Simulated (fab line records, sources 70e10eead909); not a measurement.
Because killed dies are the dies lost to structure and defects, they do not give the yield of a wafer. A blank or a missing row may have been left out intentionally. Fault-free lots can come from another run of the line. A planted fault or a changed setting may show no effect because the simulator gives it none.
Which tool was responsible?	flow nand_harc	Sampling: 22 lots, 66 wafers, 6 of 1302 route steps

WHAT THE GAUGES SHOWED, per wafer
Not one reading of a measure or inspect step in the record can be checked against a usual standard deviation.

TOOL THAT RAN EACH LOT (tool first, then ch and the chambers of the sampled wafers, then the start)
lot	NHARC_A_CHANNEL_FILL_D2_ALD_03	NHARC_A_CHANNEL_FILL_D2_ETCHBACK_19	NHARC_A_STAIRCASE_TRIM_12	NHARC_A_STAIRCASE_ETCH_13	NHARC_A_STAIRCASE_TRIM_16	NHARC_A_STAIRCASE_ETCH_23
L074	ald_sin_batch-01 ch 0, day 14 18:44 or earlier	rie_si-06 ch 0,3, day 14 18:44	rie_diel-11 ch 0,1,3, day 15 23:01	rie_diel-11 ch 0,1,3, no start	rie_diel-11 ch 0,2,3, no start	rie_diel-11 ch 1,2,3, no start
L075	ald_sin_batch-01 ch 0, day 14 18:44 or earlier	rie_si-02 ch 1,3, day 14 18:44	rie_diel-08 ch 1,3, day 15 22:38	rie_diel-08 ch 1,2, no start	rie_diel-08 ch 2,3, no start	rie_diel-08 ch 0,1, no start
L076	ald_sin_batch-01 ch 0, day 15 14:01 or earlier	rie_si-02 ch 0,2,3, day 15 14:01	rie_diel-11 ch 1,2, day 16 17:26	rie_diel-11 ch 2,3, no start	rie_diel-11 ch 0,1,2, no start	rie_diel-08 ch 0,3, no start
L077	ald_sin_batch-01 ch 0, day 15 23:19 or earlier	rie_si-06 ch 1,2,3, day 15 23:19	rie_diel-04 ch 1,3, day 17 03:49	rie_diel-04 ch 0,1,3, no start	rie_diel-04 ch 0,3, no start	rie_diel-04 ch 0,3, no start
L078	ald_sin_batch-03 ch 0, day 16 20:40 or earlier	rie_si-03 ch 2,3, day 16 20:40	rie_diel-04 ch 1,2, day 18 02:56	rie_diel-04 ch 0,1,2, no start	rie_diel-04 ch 0,1,3, no start	rie_diel-08 ch 0,2, no start
L079	ald_sin_batch-03 ch 0, day 16 20:40 or earlier	rie_si-06 ch 2,3, day 16 20:40	rie_diel-08 ch 1,2, day 18 02:41	rie_diel-08 ch 0,1,2, no start	rie_diel-08 ch 0,2,3, no start	rie_diel-08 ch 0,2,3, no start
L080	ald_sin_batch-03 ch 0, day 17 19:43 or earlier	rie_si-02 ch 1,2, day 17 19:43	rie_diel-11 ch 0,2,3, day 18 22:10	rie_diel-11 ch 0,2,3, no start	rie_diel-11 ch 0,1,2, no start	rie_diel-11 ch 1,3, no start
L081	ald_sin_batch-03 ch 0, day 17 19:47 or earlier	rie_si-02 ch 1,2,3, day 17 19:47	rie_diel-08 ch 0,2,3, day 18 22:45	rie_diel-08 ch 1,2,3, no start	rie_diel-08 ch 0,1,3, no start	rie_diel-08 ch 0,1,3, no start
L082	ald_sin_batch-02 ch 0, day 17 19:47 or earlier	rie_si-06 ch 1,2,3, day 17 19:47	rie_diel-08 ch 1,3, day 18 22:25	rie_diel-08 ch 0,1,2, no start	rie_diel-08 ch 1,3, no start	rie_diel-04 ch 1,2, no start
L083	ald_sin_batch-01 ch 0, day 18 13:01 or earlier	rie_si-02 ch 0,1,2, day 18 13:01	rie_diel-04 ch 1,3, day 19 17:02	rie_diel-04 ch 1,2,3, no start	rie_diel-04 ch 0,3, no start	rie_diel-11 ch 0,2,3, no start
L084	ald_sin_batch-01 ch 0, day 19 03:30 or earlier	rie_si-06 ch 1,2, day 19 03:30	rie_diel-11 ch 1,2,3, day 20 05:35	rie_diel-11 ch 0,1,3, no start	rie_diel-11 ch 0,1, no start	rie_diel-11 ch 0,2,3, no start
L086	ald_sin_batch-01 ch 0, day 19 03:31 or earlier	rie_si-02 ch 2,3, day 19 03:31	rie_diel-08 ch 0,1, day 20 05:14	rie_diel-08 ch 2,3, no start	rie_diel-08 ch 0,2,3, no start	rie_diel-08 ch 0,2,3, no start
L087	ald_sin_batch-03 ch 0, day 19 13:53 or earlier	rie_si-06 ch 1,2, day 19 13:53	rie_diel-11 ch 1,2, day 20 16:43	rie_diel-11 ch 0,1,3, no start	rie_diel-11 ch 0,3, no start	rie_diel-11 ch 0,1, no start
L088	ald_sin_batch-03 ch 0, day 20 18:22 or earlier	rie_si-03 ch 1,2,3, day 20 18:22	rie_diel-11 ch 2,3, day 22 02:52	rie_diel-11 ch 1,2,3, no start	rie_diel-11 ch 1,2, no start	rie_diel-04 ch 0,2,3, no start
L089	ald_sin_batch-03 ch 0, day 20 18:20 or earlier	rie_si-06 ch 1,2,3, day 20 18:20	rie_diel-04 ch 0,2,3, day 22 01:23	rie_diel-04 ch 1,2,3, no start	rie_diel-04 ch 1,2,3, no start	rie_diel-08 ch 0,1,2, no start
L090	ald_sin_batch-01 ch 0, day 20 18:20 or earlier	rie_si-02 ch 0,3, day 20 18:20	rie_diel-08 ch 0,1,3, day 22 01:49	rie_diel-08 ch 0,2,3, no start	rie_diel-08 ch 2,3, no start	rie_diel-08 ch 1,2,3, no start
L091	ald_sin_batch-03 ch 0, day 21 19:03 or earlier	rie_si-03 ch 0,2,3, day 21 19:03	rie_diel-08 ch 0,1,3, day 23 00:16	rie_diel-08 ch 0,2, no start	rie_diel-08 ch 0,1,3, no start	rie_diel-08 ch 2,3, no start
L092	ald_sin_batch-02 ch 0, day 22 11:37 or earlier	rie_si-06 ch 0,3, day 22 11:37	rie_diel-08 ch 0,1,3, day 23 15:10	rie_diel-08 ch 1,2,3, no start	rie_diel-08 ch 0,1,2, no start	rie_diel-08 ch 2,3, no start
L094	ald_sin_batch-03 ch 0, day 22 21:28 or earlier	rie_si-02 ch 0,1, day 22 21:28	rie_diel-04 ch 0,2, day 24 00:35	rie_diel-04 ch 0,1,3, no start	rie_diel-04 ch 0,1,3, no start	rie_diel-11 ch 1,2,3, no start
L095	ald_sin_batch-02 ch 0, day 23 10:11 or earlier	rie_si-06 ch 0,1, day 23 10:11	rie_diel-08 ch 1,2,3, day 24 14:47	rie_diel-08 ch 0,1,3, no start	rie_diel-08 ch 0,1,3, no start	rie_diel-08 ch 0,1,3, no start
L096	ald_sin_batch-02 ch 0, day 23 20:04 or earlier	rie_si-03 ch 1,2,3, day 23 20:04	rie_diel-04 ch 1,2,3, day 24 23:06	rie_diel-04 ch 1,2,3, no start	rie_diel-04 ch 0,1,2, no start	rie_diel-04 ch 1,2, no start
L097	ald_sin_batch-02 ch 0, day 23 20:02 or earlier	rie_si-02 ch 0,1,3, day 23 20:02	rie_diel-04 ch 2,3, day 24 22:52	rie_diel-04 ch 1,2,3, no start	rie_diel-04 ch 0,1,2, no start	rie_diel-08 ch 1,3, no start
- NHARC_A_CHANNEL_FILL_D2_ALD_03: deposits SiNx, target thk 6 nm, pulse time 60 s, ald cycles 58.
- NHARC_A_CHANNEL_FILL_D2_ETCHBACK_19: etches the open film in HBr/Cl2, target depth 5 nm, time 1.7 s.
- NHARC_A_STAIRCASE_TRIM_12: chemistry O2, time 211.2 s.
- NHARC_A_STAIRCASE_ETCH_13: etches the open film in C4F8/O2, target depth 100 nm, time 40.5 s.
- NHARC_A_STAIRCASE_TRIM_16: chemistry O2, time 211.2 s.
- NHARC_A_STAIRCASE_ETCH_23: etches the open film in C4F8/O2, target depth 100 nm, time 40.5 s.

WHAT THE TOOLS THEMSELVES READ (means of the sampled wafers that have a number; where no wafer has one, the mark that the record gives instead)
NHARC_A_CHANNEL_FILL_D2_ALD_03. Usual: chamber_pressure_Torr 1.999 Torr, standard deviation 0.0047; precursor_pulse_height_rel 1.001, standard deviation 0.02.
lot	tool	chamber_pressure_Torr (Torr)	precursor_pulse_height_rel	flag
L074	ald_sin_batch-01	1.994	0.989	
L075	ald_sin_batch-01	2.005	0.996	
L076	ald_sin_batch-01	1.992	1.002	
L077	ald_sin_batch-01	1.996	1.003	
L078	ald_sin_batch-03	1.994	0.986	
L079	ald_sin_batch-03	2.003	0.998	
L080	ald_sin_batch-03	1.998	1.015	
L081	ald_sin_batch-03	2.000	1.008	
L082	ald_sin_batch-02	1.997	0.992	
L083	ald_sin_batch-01	1.999	0.996	
L084	ald_sin_batch-01	2.002	1.018	
L086	ald_sin_batch-01	1.996	1.014	
L087	ald_sin_batch-03	1.999	0.988	
L088	ald_sin_batch-03	1.996	1.001	
L089	ald_sin_batch-03	1.998	0.989	
L090	ald_sin_batch-01	1.998	0.986	
L091	ald_sin_batch-03	1.998	1.002	
L092	ald_sin_batch-02	2.004	1.006	
L094	ald_sin_batch-03	2.002	0.997	
L095	ald_sin_batch-02	1.999	1.016	
L096	ald_sin_batch-02	2.000	0.975	
L097	ald_sin_batch-02	2.002	1.012	

NHARC_A_CHANNEL_FILL_D2_ETCHBACK_19. Usual: drypump_motor_current_A 5.9 A, standard deviation 0.38; oes_product_au 1.002 a.u., standard deviation 0.011; rf_fwd_power_W 390.4 W, standard deviation 1.5; throttle_valve_pct 26.405 %, standard deviation 0.0093.
lot	tool	drypump_motor_current_A (A)	oes_product_au (a.u.)	rf_fwd_power_W (W)	throttle_valve_pct (%)	flag
L074	rie_si-06	5.6	0.993	391.0	26.405	
L075	rie_si-02	6.2	1.007	389.8	26.401	
L076	rie_si-02	5.8	0.998	390.0	26.397	
L077	rie_si-06	5.7	0.995	390.4	26.409	
L078	rie_si-03	6.2	0.996	392.4	26.404	
L079	rie_si-06	6.0	1.000	390.1	26.409	
L080	rie_si-02	5.5	0.999	389.6	26.407	
L081	rie_si-02	5.8	1.006	390.6	26.411	
L082	rie_si-06	5.7	0.998	390.1	26.405	
L083	rie_si-02	5.7	1.010	390.3	26.405	
L084	rie_si-06	5.6	1.001	389.0	26.401	
L086	rie_si-02	5.6	0.999	389.5	26.412	
L087	rie_si-06	5.6	1.009	391.1	26.402	
L088	rie_si-03	6.4	1.006	391.4	26.409	
L089	rie_si-06	5.8	0.997	390.0	26.400	
L090	rie_si-02	6.1	1.011	389.6	26.413	
L091	rie_si-03	5.9	1.011	390.8	26.404	
L092	rie_si-06	5.5	0.986	391.3	26.403	
L094	rie_si-02	6.0	1.014	390.5	26.409	
L095	rie_si-06	5.4	1.002	390.1	26.397	
L096	rie_si-03	6.4	1.000	391.4	26.414	
L097	rie_si-02	6.1	1.009	390.4	26.403	

NHARC_A_STAIRCASE_TRIM_12. Usual: drypump_motor_current_A 5.9 A, standard deviation 0.51; mfc_ar_sccm 0.010 sccm, standard deviation 0.012; oes_product_au 1.000 a.u., standard deviation 0.0089; rf_vpp_V 57.6 V, standard deviation 0.89; showerhead_plenum_p_Torr 3.43 Torr, standard deviation 0.074; throttle_valve_pct 17.036 %, standard deviation 0.0083.
lot	tool	drypump_motor_current_A (A)	mfc_ar_sccm (sccm)	oes_product_au (a.u.)	rf_vpp_V (V)	showerhead_plenum_p_Torr (Torr)	throttle_valve_pct (%)	flag
L074	rie_diel-11	5.8	0.000	1.011	57.4	3.49	17.035	
L075	rie_diel-08	5.7	0.023	1.007	57.8	3.39	17.032	
L076	rie_diel-11	6.0	0.000	1.007	57.2	3.44	17.031	
L077	rie_diel-04	5.7	0.005	0.993	57.1	3.40	17.040	
L078	rie_diel-04	6.1	0.010	1.007	57.0	3.45	17.043	
L079	rie_diel-08	5.2	0.017	0.992	57.9	3.48	17.027	
L080	rie_diel-11	5.9	0.000	0.986	57.9	3.45	17.038	
L081	rie_diel-08	5.8	0.007	1.011	58.1	3.45	17.038	
L082	rie_diel-08	5.7	0.023	1.007	57.3	3.38	17.031	
L083	rie_diel-04	5.7	0.005	0.991	58.2	3.39	17.035	
L084	rie_diel-11	6.1	0.000	0.996	57.8	3.42	17.038	
L086	rie_diel-08	5.1	0.009	0.994	57.7	3.49	17.039	
L087	rie_diel-11	6.0	0.000	0.997	57.9	3.42	17.036	
L088	rie_diel-11	6.1	0.000	0.996	58.1	3.40	17.045	
L089	rie_diel-04	6.2	0.021	1.002	57.0	3.40	17.036	
L090	rie_diel-08	5.4	0.016	1.010	57.8	3.43	17.036	
L091	rie_diel-08	5.4	0.016	1.005	58.1	3.42	17.025	
L092	rie_diel-08	5.4	0.016	0.993	57.5	3.42	17.034	
L094	rie_diel-04	6.6	0.027	0.996	57.4	3.46	17.038	
L095	rie_diel-08	5.6	0.016	0.997	58.0	3.41	17.042	
L096	rie_diel-04	6.0	0.013	0.993	57.2	3.38	17.040	
L097	rie_diel-04	6.3	0.023	0.999	57.5	3.33	17.044	

NHARC_A_STAIRCASE_ETCH_13. Usual: oes_product_au 0.945 a.u., standard deviation 0.015; rf_fwd_power_W 593.7 W, standard deviation 2.4; rf_vpp_V 892.4 V, standard deviation 2.8.
lot	tool	oes_product_au (a.u.)	rf_fwd_power_W (W)	rf_vpp_V (V)	flag
L074	rie_diel-11	0.961	595.1	894.8	
L075	rie_diel-08	0.942	593.2	894.4	
L076	rie_diel-11	0.949	592.7	891.2	
L077	rie_diel-04	0.922	594.4	893.7	
L078	rie_diel-04	0.953	592.0	893.0	
L079	rie_diel-08	0.950	594.0	894.8	
L080	rie_diel-11	0.962	594.9	893.1	
L081	rie_diel-08	0.936	592.2	892.0	
L082	rie_diel-08	0.955	594.0	895.1	
L083	rie_diel-04	0.931	593.4	891.5	
L084	rie_diel-11	0.935	595.3	893.8	
L086	rie_diel-08	0.978	590.8	889.8	
L087	rie_diel-11	0.955	594.7	892.9	
L088	rie_diel-11	0.950	594.4	891.8	
L089	rie_diel-04	0.951	592.8	890.9	
L090	rie_diel-08	0.957	592.7	893.1	
L091	rie_diel-08	0.920	594.7	894.1	
L092	rie_diel-08	0.932	591.5	892.2	
L094	rie_diel-04	0.939	595.3	892.2	
L095	rie_diel-08	0.948	595.7	891.8	
L096	rie_diel-04	0.933	593.9	890.7	
L097	rie_diel-04	0.939	594.0	890.3	

NHARC_A_STAIRCASE_TRIM_16. Usual: drypump_motor_current_A 5.8 A, standard deviation 0.51; mfc_ar_sccm 0.010 sccm, standard deviation 0.012; oes_product_au 1.000 a.u., standard deviation 0.0087; rf_vpp_V 57.6 V, standard deviation 0.85; showerhead_plenum_p_Torr 3.45 Torr, standard deviation 0.072; throttle_valve_pct 17.036 %, standard deviation 0.0096.
lot	tool	drypump_motor_current_A (A)	mfc_ar_sccm (sccm)	oes_product_au (a.u.)	rf_vpp_V (V)	showerhead_plenum_p_Torr (Torr)	throttle_valve_pct (%)	flag
L074	rie_diel-11	5.9	0.000	0.997	57.9	3.46	17.041	
L075	rie_diel-08	6.1	0.015	1.003	58.1	3.39	17.034	
L076	rie_diel-11	5.9	0.000	0.998	58.1	3.46	17.034	
L077	rie_diel-04	6.2	0.019	1.009	57.5	3.48	17.040	
L078	rie_diel-04	6.0	0.011	1.003	58.4	3.46	17.036	
L079	rie_diel-08	5.8	0.007	0.996	57.5	3.45	17.040	
L080	rie_diel-11	5.9	0.000	1.005	57.1	3.46	17.030	
L081	rie_diel-08	5.4	0.016	0.997	57.9	3.44	17.024	
L082	rie_diel-08	5.3	0.025	1.011	57.4	3.43	17.047	
L083	rie_diel-04	6.2	0.019	1.004	57.3	3.47	17.038	
L084	rie_diel-11	5.7	0.000	0.994	57.5	3.48	17.032	
L086	rie_diel-08	5.8	0.007	1.001	57.4	3.44	17.040	
L087	rie_diel-11	5.8	0.000	0.998	57.0	3.46	17.032	
L088	rie_diel-11	6.0	0.000	0.996	57.4	3.42	17.041	
L089	rie_diel-04	6.0	0.013	1.000	57.1	3.39	17.031	
L090	rie_diel-08	6.1	0.015	1.010	57.8	3.37	17.041	
L091	rie_diel-08	5.4	0.016	1.004	57.5	3.42	17.041	
L092	rie_diel-08	5.3	0.009	0.992	57.8	3.47	17.037	
L094	rie_diel-04	6.0	0.011	1.004	57.6	3.44	17.036	
L095	rie_diel-08	5.4	0.016	1.002	57.3	3.42	17.041	
L096	rie_diel-04	6.4	0.019	0.999	57.5	3.44	17.037	
L097	rie_diel-04	6.3	0.019	0.991	57.3	3.44	17.029	

NHARC_A_STAIRCASE_ETCH_23. Usual: oes_product_au 0.947 a.u., standard deviation 0.012; rf_fwd_power_W 593.3 W, standard deviation 2.5; rf_vpp_V 892.5 V, standard deviation 2.8.
lot	tool	oes_product_au (a.u.)	rf_fwd_power_W (W)	rf_vpp_V (V)	flag
L074	rie_diel-11	0.944	595.1	893.2	
L075	rie_diel-08	0.942	593.0	894.8	
L076	rie_diel-08	0.960	593.6	893.2	
L077	rie_diel-04	0.940	590.7	891.5	
L078	rie_diel-08	0.938	594.3	895.2	
L079	rie_diel-08	0.940	591.0	893.4	
L080	rie_diel-11	0.956	595.1	893.1	
L081	rie_diel-08	0.943	594.2	892.2	
L082	rie_diel-04	0.957	593.0	891.4	
L083	rie_diel-11	0.941	592.3	892.3	
L084	rie_diel-11	0.948	594.7	892.4	
L086	rie_diel-08	0.944	592.2	891.4	
L087	rie_diel-11	0.945	595.7	894.0	
L088	rie_diel-04	0.953	593.3	891.8	
L089	rie_diel-08	0.937	592.2	893.8	
L090	rie_diel-08	0.949	593.3	892.6	
L091	rie_diel-08	0.949	592.3	891.1	
L092	rie_diel-08	0.962	590.6	891.2	
L094	rie_diel-11	0.952	594.1	890.8	
L095	rie_diel-08	0.953	594.5	892.1	
L096	rie_diel-04	0.938	592.8	890.6	
L097	rie_diel-08	0.954	595.2	892.1	

THE ANSWER, worked out from the rows above alone
Rule: a lot is off if the mean of its wafers that have a number lies more than 3 standard deviations from the usual mean. A lot without any number at a reading at which 4 lots or more have one is off too. All remaining lots with rows at the step are treated as sound. Order of review: gauges by route order, followed by the tools' own readings, for which a lot's mean as printed above is used. The first step at which some lot is off is used, and at that step the reading that is off furthest; a lot without a number counts as furthest.
None of the lots is off at any reading shown; this tells nothing.

WHAT WAS PUT IN BY THE SIMULATOR
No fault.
